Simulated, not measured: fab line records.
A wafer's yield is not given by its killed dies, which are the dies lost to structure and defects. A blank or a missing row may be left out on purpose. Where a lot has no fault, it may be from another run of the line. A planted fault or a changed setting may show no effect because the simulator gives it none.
Problem report in the 8D (eight disciplines) form, filled by code / flow nand-harc / the parts of the form that need people (team, actions taken, sign-off) are left out

1. WHAT IS WRONG
Mean of raw-defect-count at NHARC_P_M1_INSPECT_11: 431.3 across 6 wafers in 2 lots; on wafers with no fault it is 4.8 (standard deviation 2.6). So: +99 or more standard deviations from the usual mean.
First seen on wafer L511.3, day 12 06:59, on defect-inspect-01. The record holds 18 wafers of 6 lots with a number at this step. Rule for "out", or "out of limits": more than 4 standard deviations from the usual mean. The rest of the wafers with a number are treated as sound.

2. WHAT IT IS; WHAT IT IS NOT
question=which readings at this step | is=raw-defect-count | is not=-
question=which lots | is=L511, L512 | is not=L498, L499, L517, L519
question=which wafers of those lots | is=all that have a number | is not=-
question=read on which gauges | is=defect-inspect-01, defect-inspect-02 | is not=-
question=when | is=from day 12 06:59 | is not=up to then (6 sound wafers); but 6 sound wafers of L517, L519 came after

3. SUSPECTS, AND WHAT RULES EACH OUT
Counting: a tool at any process step up to the reading remains a suspect when it ran all the lots that are out and ran no sound lot after the first of those.
- the gauge at NHARC_P_M1_INSPECT_11 has been ruled out. Those wafers that are out were read across 2 gauges (defect-inspect-01, defect-inspect-02).
- rtp-anneal-02 at NHARC_P_M0_ANNEAL_30 (time 90 s): ruled out as a lasting fault. After its first lot that is out, L511 (day 12 04:34), sound lots L517 ran on it.
- pecvd-02 at NHARC_P_M0_PRE_CLEAN_31 (time 12 s): ruled out as a lasting fault. After its first lot that is out, L511 (day 12 05:23), sound lots L519 ran on it.
- pecvd-02 at NHARC_P_M0_DEP_32 (deposits SiCN, target thk 30 nm): ruled out as a lasting fault. After its first lot that is out, L511 (day 12 05:36), sound lots L519 ran on it.
Left after counting: nothing in the record.

4. THE CAUSE (what the simulator had put in)
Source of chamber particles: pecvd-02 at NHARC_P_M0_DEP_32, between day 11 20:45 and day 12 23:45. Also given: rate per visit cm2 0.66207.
It was ruled out by counting, in error; the rule expects a fault to strike all lots run on its tool from its start on, and this fault did not.

5. THE EFFECT CHAIN, in route order
Rows list readings where the struck wafers' mean (over those with a number) sits beyond 3 standard deviations from the usual. Only readings for which the record gives a usual standard deviation are gone through. hours: the time from each lot's start at the first step in this table that gives one to its start at this step, as a median over the lots. sigmas: the change in usual standard deviations.
hours=0; step=NHARC_P_M1_INSPECT_11; reading=raw-defect-count; usual=4.8; on struck wafers=431.3; change=+426.5; sigmas=+99 or more
hours=430; step=NHARC_END_SORT_01; reading=defect-limited-yield; usual=92.5 %; on struck wafers=84.8; change=-7.7; sigmas=-3.1
hours=430; step=NHARC_END_SORT_01; reading=killed-at-periphery; usual=4.1; on struck wafers=63.8; change=+59.7; sigmas=+20
hours=430; step=NHARC_END_SORT_01; reading=killed-dies; usual=51; on struck wafers=103; change=+52; sigmas=+3.0
hours=430; step=NHARC_END_SORT_01; reading=sort_bin_2_pct; usual=2.6 %; on struck wafers=7.0; change=+4.4; sigmas=+4.0
hours=430; step=NHARC_END_SORT_01; reading=sort_bin_3_pct; usual=0.6 %; on struck wafers=2.3; change=+1.7; sigmas=+4.5
hours=430; step=NHARC_END_SORT_01; reading=sort-n-pass; usual=626; on struck wafers=574; change=-52; sigmas=-3.0
hours=430; step=NHARC_END_SORT_01; reading=sort-yield-pct; usual=92.5 %; on struck wafers=84.8; change=-7.7; sigmas=-3.1

6. HOW IT WOULD HAVE BEEN CAUGHT EARLIER
The first out-of-limits reading at a measuring or inspecting step in this record came at day 12 06:59, 10 hours after the fault's start at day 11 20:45.
Tool readings at NHARC_P_M0_DEP_32 with a usual standard deviation given in the record: none out on any struck wafer, hence no alarm at a limit of 4 standard deviations on them.
